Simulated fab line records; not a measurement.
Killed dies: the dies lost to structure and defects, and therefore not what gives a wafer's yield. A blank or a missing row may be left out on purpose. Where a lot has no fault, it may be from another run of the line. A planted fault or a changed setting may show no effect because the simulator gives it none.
Matching of chambers / flow nand_harc / NHARC_P_BONDPAD_CMP_19 on cmp-01: 4 sister chambers
The step polishes, t overpolish 30 s, cu recess touch 16 s, target thk 160.81 nm. 16 wafers are shown with their chamber, then 8 later ones without.

## WAFERS WITH THEIR CHAMBER
wafer=L219.1; chamber=2; motor_current_A (A)=9.8; overpolish_run_s (s)=30.004
wafer=L219.2; chamber=1; motor_current_A (A)=14.5; overpolish_run_s (s)=29.990
wafer=L219.6; chamber=3; motor_current_A (A)=12.3; overpolish_run_s (s)=30.000
wafer=L220.1; chamber=1; motor_current_A (A)=14.1; overpolish_run_s (s)=29.993
wafer=L220.3; chamber=3; motor_current_A (A)=12.6; overpolish_run_s (s)=30.003
wafer=L220.5; chamber=2; motor_current_A (A)=9.6; overpolish_run_s (s)=29.996
wafer=L222.2; chamber=3; motor_current_A (A)=12.0; overpolish_run_s (s)=29.989
wafer=L222.4; chamber=1; motor_current_A (A)=13.7; overpolish_run_s (s)=29.996
wafer=L222.5; chamber=1; motor_current_A (A)=14.8; overpolish_run_s (s)=29.992
wafer=L225.1; chamber=1; motor_current_A (A)=14.7; overpolish_run_s (s)=30.000
wafer=L225.4; chamber=2; motor_current_A (A)=10.6; overpolish_run_s (s)=29.998
wafer=L225.5; chamber=2; motor_current_A (A)=10.1; overpolish_run_s (s)=30.009
wafer=L233.2; chamber=3; motor_current_A (A)=12.1; overpolish_run_s (s)=29.992
wafer=L233.4; chamber=1; motor_current_A (A)=15.0; overpolish_run_s (s)=30.004
wafer=L233.5; chamber=3; motor_current_A (A)=12.6; overpolish_run_s (s)=30.006
wafer=L234.3; chamber=0; motor_current_A (A)=11.8; overpolish_run_s (s)=30.021

SIGNATURES (averages over the wafers above)
reading=motor_current_A; chamber 0=11.800; chamber 1=14.467; chamber 2=10.025; chamber 3=12.320; scatter within a chamber=0.413
reading=overpolish_run_s; chamber 0=30.02100; chamber 1=29.99583; chamber 2=30.00175; chamber 3=29.99800; scatter within a chamber=0.00616
Rule: distance of a wafer from a chamber = root of the sum over the readings of ((wafer's reading minus chamber's mean) / reading's scatter) squared. The wafer belongs to the nearest chamber; if the next one is less than 2 further off, it can't be placed. The scatter: the root of (the sum of the squares of (reading less its chamber's mean) over the shown wafers, divided by (wafers less chambers)).

## WAFERS WITH NO CHAMBER GIVEN
wafer=L234.4; motor_current_A (A)=10.2; overpolish_run_s (s)=29.999
wafer=L234.6; motor_current_A (A)=9.4; overpolish_run_s (s)=30.009
wafer=L235.2; motor_current_A (A)=12.2; overpolish_run_s (s)=29.998
wafer=L235.4; motor_current_A (A)=12.2; overpolish_run_s (s)=30.013
wafer=L235.6; motor_current_A (A)=11.9; overpolish_run_s (s)=29.994
wafer=L240.2; motor_current_A (A)=14.2; overpolish_run_s (s)=29.986
wafer=L240.5; motor_current_A (A)=14.1; overpolish_run_s (s)=29.994
wafer=L240.6; motor_current_A (A)=11.8; overpolish_run_s (s)=30.009

## THE CHAMBER EACH PASSED THROUGH
wafer=L234.4; from the rows above=2; in truth=2
wafer=L234.6; from the rows above=2; in truth=2
wafer=L235.2; from the rows above=3; in truth=3
wafer=L235.4; from the rows above=can't be placed: 0 or 3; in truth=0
wafer=L235.6; from the rows above=3; in truth=3
wafer=L240.2; from the rows above=1; in truth=1
wafer=L240.5; from the rows above=1; in truth=1
wafer=L240.6; from the rows above=can't be placed: 0 or 3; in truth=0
Correctly placed: 6 of 8. From these rows, 2 cannot be placed; in 2 the true chamber is one of the candidates. Wrongly placed: 0.
